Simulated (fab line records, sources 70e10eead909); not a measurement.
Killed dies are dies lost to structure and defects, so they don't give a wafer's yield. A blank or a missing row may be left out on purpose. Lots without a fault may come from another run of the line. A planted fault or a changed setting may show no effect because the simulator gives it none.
Which tool did it? | flow nand_harc | 10 lots, 30 wafers sampled, at 6 steps of a route of 1302

WHAT THE GAUGES READ, wafer by wafer
NHARC_THIN_TSV_CD_MEAS_37.
lot  | measured     | on        | cd_nm (nm)
L657 | day 24 14:17 | cd_sem-02 | 5000.7 4999.0 4998.9
L659 | day 24 07:32 | cd_sem-01 | 4996.1 4994.3 4996.7
L658 | day 24 15:22 | cd_sem-03 | 4995.6 4996.6 4999.4
L660 | day 25 08:25 | cd_sem-03 | 4999.5 4995.4 4999.3
L661 | day 25 09:36 | cd_sem-02 | 4997.0 5000.2 5000.6
L664 | day 26 14:49 | cd_sem-03 | 4996.9 4998.7 5000.1
L668 | day 28 16:59 | cd_sem-01 | 4998.3 4997.2 4999.7
L672 | day 29 17:04 | cd_sem-01 | 4998.5 5000.3 4999.9
L675 | day 32 10:04 | cd_sem-02 | 4997.0 5000.9 4997.5
L678 | day 32 20:34 | cd_sem-02 | 4997.2 4998.4 4995.0

NHARC_END_WLT_00.
lot  | measured     | on        | VT_DECK1_BOTTOM                     | VT_DECK1_BOTTOM_INNER               | VT_DECK1_MEDIAN_NEAR_BOTTOM         | VT_DECK1_MEDIAN_NEAR_BOTTOM_INNER   | VT_DECK1_MIDDLE                     | VT_DECK1_MIDDLE_INNER               | VT_DECK1_TOP                        | VT_DECK1_TOP_INNER                  | VT_DECK2_BOTTOM                     | VT_DECK2_BOTTOM_INNER               | VT_DECK2_MEDIAN_NEAR_BOTTOM         | VT_DECK2_MEDIAN_NEAR_BOTTOM_INNER   | VT_DECK2_MIDDLE                     | VT_DECK2_MIDDLE_INNER               | VT_DECK2_TOP                        | VT_DECK2_TOP_INNER
L657 | day 24 18:59 | prober-01 | 0.862 0.858 0.853                   | 0.854 0.849 0.861                   | 0.859 0.852 0.865                   | 0.852 0.856 0.864                   | 0.873 0.865 0.868                   | 0.871 0.868 0.871                   | 0.877 0.876 0.886                   | 0.875 0.883 0.880                   | 0.873 0.870 0.870                   | 0.874 0.877 0.872                   | 0.862 0.883 0.878                   | 0.870 0.886 0.872                   | 0.897 0.894 0.894                   | 0.889 0.888 0.885                   | 0.900 0.905 0.896                   | 0.898 0.903 0.899
L659 | day 24 13:13 | prober-02 | 0.871 0.868 0.865                   | 0.871 0.866 0.865                   | 0.872 0.866 0.869                   | 0.872 0.861 0.875                   | 0.882 0.876 0.888                   | 0.874 0.891 0.881                   | 0.893 0.883 0.887                   | 0.888 0.886 0.885                   | 0.870 0.856 0.873                   | 0.872 0.861 0.859                   | 0.878 0.870 0.874                   | 0.876 0.866 0.867                   | 0.885 0.884 0.884                   | 0.888 0.885 0.877                   | 0.897 0.898 0.893                   | 0.894 0.891 0.894
L658 | day 24 20:59 | prober-02 | 0.876 0.860 0.864                   | 0.863 0.864 0.853                   | 0.869 0.862 0.875                   | 0.865 0.864 0.866                   | 0.875 0.883 0.882                   | 0.882 0.871 0.873                   | 0.883 0.882 0.887                   | 0.886 0.883 0.877                   | 0.875 0.870 0.874                   | 0.871 0.873 0.864                   | 0.875 0.864 0.875                   | 0.879 0.879 0.866                   | 0.885 0.883 0.883                   | 0.884 0.886 0.880                   | 0.903 0.898 0.905                   | 0.906 0.890 0.894
L660 | day 25 15:43 | prober-01 | 0.865 0.872 0.875                   | 0.870 0.879 0.870                   | 0.866 0.885 0.874                   | 0.874 0.887 0.876                   | 0.885 0.886 0.884                   | 0.882 0.890 0.888                   | 0.899 0.894 0.898                   | 0.891 0.897 0.896                   | 0.869 0.867 0.866                   | 0.877 0.859 0.866                   | 0.871 0.860 0.861                   | 0.868 0.871 0.869                   | 0.883 0.876 0.884                   | 0.882 0.871 0.885                   | 0.896 0.902 0.892                   | 0.900 0.889 0.902
L661 | day 25 15:14 | prober-02 | 1.007 1.003 1.004 0.995 1.008 1.003 | 0.996 1.005 1.003 0.997 1.003 0.999 | 1.000 1.008 1.005 1.002 1.014 1.003 | 0.997 1.003 1.007 1.004 1.015 1.006 | 1.019 1.023 1.024 1.009 1.025 1.020 | 1.012 1.017 1.022 1.021 1.012 1.018 | 1.034 1.032 1.035 1.034 1.036 1.039 | 1.035 1.034 1.033 1.031 1.033 1.030 | 0.986 0.987 0.998 1.001 0.992 0.996 | 0.983 0.995 0.995 0.992 0.988 0.995 | 0.985 0.991 0.996 0.995 0.998 0.994 | 0.987 1.006 0.992 0.993 0.994 0.990 | 1.012 1.014 1.017 1.013 1.012 1.011 | 1.006 1.017 1.008 1.010 1.009 1.012 | 1.026 1.023 1.036 1.029 1.030 1.030 | 1.018 1.037 1.040 1.024 1.024 1.032
L664 | day 26 21:22 | prober-01 | 0.872 0.871 0.878                   | 0.868 0.866 0.879                   | 0.874 0.867 0.872                   | 0.879 0.870 0.881                   | 0.887 0.880 0.887                   | 0.890 0.879 0.878                   | 0.888 0.886 0.893                   | 0.892 0.895 0.897                   | 0.880 0.882 0.880                   | 0.878 0.887 0.873                   | 0.873 0.888 0.876                   | 0.876 0.882 0.876                   | 0.892 0.895 0.891                   | 0.899 0.898 0.894                   | 0.907 0.901 0.900                   | 0.905 0.902 0.902
L668 | day 28 23:22 | prober-02 | 1.002 1.006 1.002 1.002 0.988 0.992 | 1.000 0.999 1.002 1.007 1.000 0.996 | 0.999 0.996 0.995 1.005 0.998 1.003 | 1.003 0.997 1.005 1.006 1.001 1.002 | 1.022 1.013 1.013 1.018 1.018 1.018 | 1.017 1.015 1.024 1.022 1.018 1.022 | 1.030 1.034 1.029 1.024 1.035 1.035 | 1.037 1.027 1.034 1.032 1.037 1.029 | 0.990 0.991 0.999 0.998 1.002 0.994 | 0.993 0.998 1.000 0.984 0.992 0.992 | 0.987 0.992 0.990 0.992 0.997 0.999 | 0.993 1.005 1.001 0.995 1.003 1.004 | 1.014 1.007 1.016 1.020 1.004 1.018 | 1.010 1.010 1.011 1.018 1.019 1.026 | 1.037 1.035 1.035 1.031 1.024 1.038 | 1.039 1.037 1.026 1.033 1.028 1.035
L672 | day 29 19:49 | prober-01 | 0.862 0.884 0.870                   | 0.864 0.878 0.884                   | 0.874 0.878 0.878                   | 0.881 0.877 0.878                   | 0.888 0.888 0.891                   | 0.883 0.890 0.893                   | 0.908 0.902 0.904                   | 0.893 0.908 0.915                   | 0.870 0.876 0.874                   | 0.883 0.875 0.866                   | 0.880 0.864 0.878                   | 0.881 0.879 0.870                   | 0.891 0.891 0.889                   | 0.881 0.885 0.899                   | 0.906 0.902 0.895                   | 0.906 0.898 0.905
L675 | day 32 14:47 | prober-01 | 0.851 0.857 0.870                   | 0.858 0.858 0.867                   | 0.854 0.866 0.873                   | 0.860 0.853 0.870                   | 0.872 0.870 0.873                   | 0.872 0.870 0.881                   | 0.894 0.898 0.892                   | 0.892 0.890 0.896                   | 0.876 0.876 0.882                   | 0.872 0.874 0.874                   | 0.886 0.886 0.880                   | 0.877 0.881 0.873                   | 0.889 0.887 0.894                   | 0.886 0.895 0.891                   | 0.905 0.901 0.911                   | 0.906 0.904 0.903
L678 | day 33 01:38 | prober-02 | 0.867 0.888 0.867                   | 0.873 0.892 0.872                   | 0.874 0.889 0.871                   | 0.872 0.875 0.868                   | 0.888 0.897 0.890                   | 0.889 0.894 0.877                   | 0.906 0.913 0.907                   | 0.905 0.895 0.900                   | 0.861 0.868 0.867                   | 0.860 0.875 0.858                   | 0.864 0.873 0.867                   | 0.867 0.867 0.865                   | 0.882 0.888 0.881                   | 0.886 0.879 0.881                   | 0.901 0.898 0.898                   | 0.891 0.895 0.892

NHARC_END_SORT_01.
lot  | measured     | on        | killed_at_array | killed_at_other | killed_at_periphery | killed_dies | killed_open | killed_short
L657 | day 24 21:58 | prober-01 | 41 41 41        | 0 0 0           | 0 3 4               | 41 44 45    | 4 5 4       | 3 1 3
L659 | day 24 16:30 | prober-02 | 27 17 17        | 0 0 0           | 5 8 5               | 32 25 22    | 4 3 1       | 3 4 3
L658 | day 25 00:15 | prober-02 | 112 116 117     | 0 0 3           | 3 1 2               | 115 117 122 | 4 2 5       | 1 1 2
L660 | day 25 19:35 | prober-01 | 59 72 75        | 1 0 0           | 5 3 2               | 65 75 77    | 4 4 4       | 0 1 4
L661 | day 26 05:54 | prober-02 | 25 18 25        | 2 1 2           | 1 0 1               | 28 19 28    | 2 3 2       | 0 1 2
L664 | day 27 00:41 | prober-01 | 39 34 30        | 0 1 0           | 4 2 5               | 43 37 35    | 2 4 3       | 5 3 2
L668 | day 29 12:17 | prober-02 | 100 86 96       | 3 2 2           | 3 2 2               | 106 90 100  | 5 6 3       | 1 2 0
L672 | day 29 22:45 | prober-01 | 46 51 38        | 4 2 4           | 1 1 1               | 51 54 43    | 5 3 2       | 1 3 1
L675 | day 32 17:45 | prober-01 | 84 81 65        | 0 1 0           | 3 1 0               | 87 83 65    | 3 3 2       | 2 0 2
L678 | day 33 04:57 | prober-02 | 68 48 45        | 0 0 1           | 1 0 3               | 69 48 49    | 4 4 1       | 3 1 1

WHICH TOOL RAN EACH LOT (tool, then ch and the chambers of the sampled wafers, then the start)
lot  | NHARC_P_STI_PRECLEAN_32             | NHARC_THIN_TSV_STRIP_62              | NHARC_THIN_TSV_PVD_51
L657 | wet_bench-07 ch 1,6,7, day 2 22:04  | plasma_asher-02 ch 0,1, day 24 09:34 | pvd_sputter-01, day 24 14:17 or earlier
L659 | wet_bench-07 ch 0,6,7, day 3 17:01  | plasma_asher-02 ch 0,1, day 24 02:47 | pvd_sputter-03, day 24 07:32 or earlier
L658 | wet_bench-07 ch 0,6,7, day 3 17:11  | plasma_asher-01 ch 0, day 24 10:38   | pvd_sputter-03, day 24 15:22 or earlier
L660 | wet_bench-07 ch 0,1,5, day 4 01:05  | plasma_asher-01 ch 0,1, day 25 03:47 | pvd_sputter-01, day 25 08:25 or earlier
L661 | wet_bench-07 ch 4,5,7, day 4 13:11  | plasma_asher-01 ch 0,1, day 25 05:03 | pvd_sputter-03, day 25 09:36 or earlier
L664 | wet_bench-09 ch 2,3,5, day 5 18:31  | plasma_asher-01 ch 1, day 26 10:05   | pvd_sputter-01, day 26 14:49 or earlier
L668 | wet_bench-07 ch 0,2,3, day 7 12:05  | plasma_asher-01 ch 0,1, day 28 12:10 | pvd_sputter-03, day 28 16:59 or earlier
L672 | wet_bench-09 ch 2,4,7, day 9 03:07  | plasma_asher-01 ch 0,1, day 29 12:20 | pvd_sputter-02, day 29 17:04 or earlier
L675 | wet_bench-02 ch 1,4,5, day 10 07:59 | plasma_asher-02 ch 0,1, day 32 05:17 | pvd_sputter-02, day 32 10:04 or earlier
L678 | wet_bench-09 ch 2,4,5, day 11 15:43 | plasma_asher-01 ch 0,1, day 32 15:41 | pvd_sputter-03, day 32 20:34 or earlier
- NHARC_P_STI_PRECLEAN_32: cleans in SC1.
- NHARC_THIN_TSV_STRIP_62: strips in N2/H2, time 20 s.
- NHARC_THIN_TSV_PVD_51: deposits Cu, target thk 100 nm.

WHAT THE TOOLS THEMSELVES READ (means of the sampled wafers that have a number; where no wafer has one, the mark that the record gives instead)
NHARC_P_STI_PRECLEAN_32.
lot  | tool         | nh4oh_flow_mL_min
L657 | wet_bench-07 | 28.30
L659 | wet_bench-07 | 28.35
L658 | wet_bench-07 | 28.26
L660 | wet_bench-07 | 28.31
L661 | wet_bench-07 | 28.25
L664 | wet_bench-09 | 28.35
L668 | wet_bench-07 | 28.31
L672 | wet_bench-09 | 28.24
L675 | wet_bench-02 | 28.22
L678 | wet_bench-09 | 28.31

NHARC_THIN_TSV_STRIP_62.
lot  | tool            | drypump_motor_current_A (A) | heater_power_w (W) | rf_refl_power_W (W)
L657 | plasma_asher-02 | 6.16                        | 346                | 32
L659 | plasma_asher-02 | 5.99                        | 343                | -
L658 | plasma_asher-01 | 5.56                        | 302                | 15
L660 | plasma_asher-01 | 5.70                        | 344                | 16
L661 | plasma_asher-01 | 5.70                        | 342                | 16
L664 | plasma_asher-01 | 5.76                        | 365                | 17
L668 | plasma_asher-01 | 5.70                        | 341                | -
L672 | plasma_asher-01 | 5.61                        | 316                | 15
L675 | plasma_asher-02 | 5.98                        | 329                | 27
L678 | plasma_asher-01 | 5.63                        | 323                | 15

NHARC_THIN_TSV_PVD_51.
lot  | tool           | chamber_pressure_pa (Pa) | throttle_valve_pct (%)
L657 | pvd_sputter-01 | 5.004                    | 29.4
L659 | pvd_sputter-03 | 5.004                    | 29.3
L658 | pvd_sputter-03 | 4.999                    | 29.2
L660 | pvd_sputter-01 | 5.010                    | 30.2
L661 | pvd_sputter-03 | 5.008                    | 29.0
L664 | pvd_sputter-01 | 5.011                    | 30.4
L668 | pvd_sputter-03 | 4.993                    | 29.2
L672 | pvd_sputter-02 | 4.995                    | 30.3
L675 | pvd_sputter-02 | 4.988                    | 30.2
L678 | pvd_sputter-03 | 5.001                    | 29.5

THE ANSWER, worked out from the rows above alone
Rule: what is usual is taken from the lots themselves. Put in order of their means at a reading, lots are off if they are a third of the lots or fewer, leave a main group of 4 or more, and stand apart from it by a gap of 3 or more times the standard deviation of the main group's means; of several such gaps the widest counts. A main group whose means are all the same, to the digits that the tables above print for the reading, isn't used. A lot without any number at a reading at which 4 lots or more have one is off too. The other lots that the step has rows for count as sound. The gauges are gone through in route order, then the tools' own readings, and for those a lot's mean is taken as printed above. The first step at which some lot is off is used, and at that step the reading that is off furthest; a lot without a number counts as furthest.
Off: L661, L668, at NHARC_END_WLT_00 (VT_DECK2_TOP). The main group: mean 0.900, standard deviation 0.003.
A tool fits if, at a process step before that reading, it ran every lot that is off, and no sound lot after the first of them. The gauges at NHARC_END_WLT_00 are tried like those tools. NHARC_THIN_TSV_PVD_51 gives no start for some lots, so the hours and the order of its lots are those of NHARC_THIN_TSV_CD_MEAS_37. One fits: wet_bench-07 at NHARC_P_STI_PRECLEAN_32. Its last sound lot is L660 (day 4 01:05), its first lot that is off L661 (day 4 13:11): a fault that began between those two fits.

WHAT THE SIMULATOR HAD PUT IN
Metallic contamination source: wet_bench-07, from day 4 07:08 on, at NHARC_P_STI_PRECLEAN_32. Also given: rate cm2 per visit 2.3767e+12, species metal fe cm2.
Lots struck among those shown: L661, L668. The rule above found the same.
